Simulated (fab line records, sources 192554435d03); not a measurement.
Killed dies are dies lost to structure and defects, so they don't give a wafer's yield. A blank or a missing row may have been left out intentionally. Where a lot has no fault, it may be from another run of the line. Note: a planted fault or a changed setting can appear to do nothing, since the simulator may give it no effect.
What tool caused it?	flow n5-finfet	33 wafers sampled from 11 lots at 1 step of a route of 1938

## WHAT EACH GAUGE READ, for each wafer
N5_BEOL_M8_CD_MEAS_28: the cd target is 40 nm.
lot	measured	on	cd-nm (nm)
L075	day 9 19:58	cd-sem-02	39.96 39.92 40.08
L077	day 10 00:20	cd-sem-02	40.20 40.05 39.87
L079	day 11 01:27	cd-sem-02	39.95 40.13 39.87
L082	day 11 20:58	cd-sem-03	40.17 40.49 39.51
L085	day 12 11:17	cd-sem-01	39.43 40.12 39.78
L086	day 12 20:55	cd-sem-03	40.15 40.30 39.68
L089	day 13 16:20	cd-sem-03	39.93 39.99 39.79
L090	day 13 18:32	cd-sem-03	39.74 40.05 40.12
L092	day 14 07:13	cd-sem-03	40.07 40.01 39.89
L093	day 15 16:04	cd-sem-01	39.92 39.92 39.65
L097	day 16 15:32	cd-sem-03	39.69 39.87 39.55

## WHICH TOOL RAN EACH LOT (tool, then ch and the chambers of the sampled wafers, then the start)
The record holds no process step before these readings.

## THE ANSWER, worked out from the rows above alone
Rule: what is usual is taken from the lots themselves. Put in order of their means at a reading, lots are off if they are a third of the lots or fewer, leave a main group of 4 or more, and stand apart from it by a gap of 3 or more times the standard deviation of the main group's means; of several such gaps the widest counts. A main group is skipped when, at the precision printed for the reading in the tables above, its means are all equal. A lot without any number at a reading at which 4 lots or more have one is off too. Where the step has rows for the other lots, those lots are counted as sound.
Nothing can be told from this: no lot is off at any reading shown.

## WHAT THE SIMULATOR PUT IN
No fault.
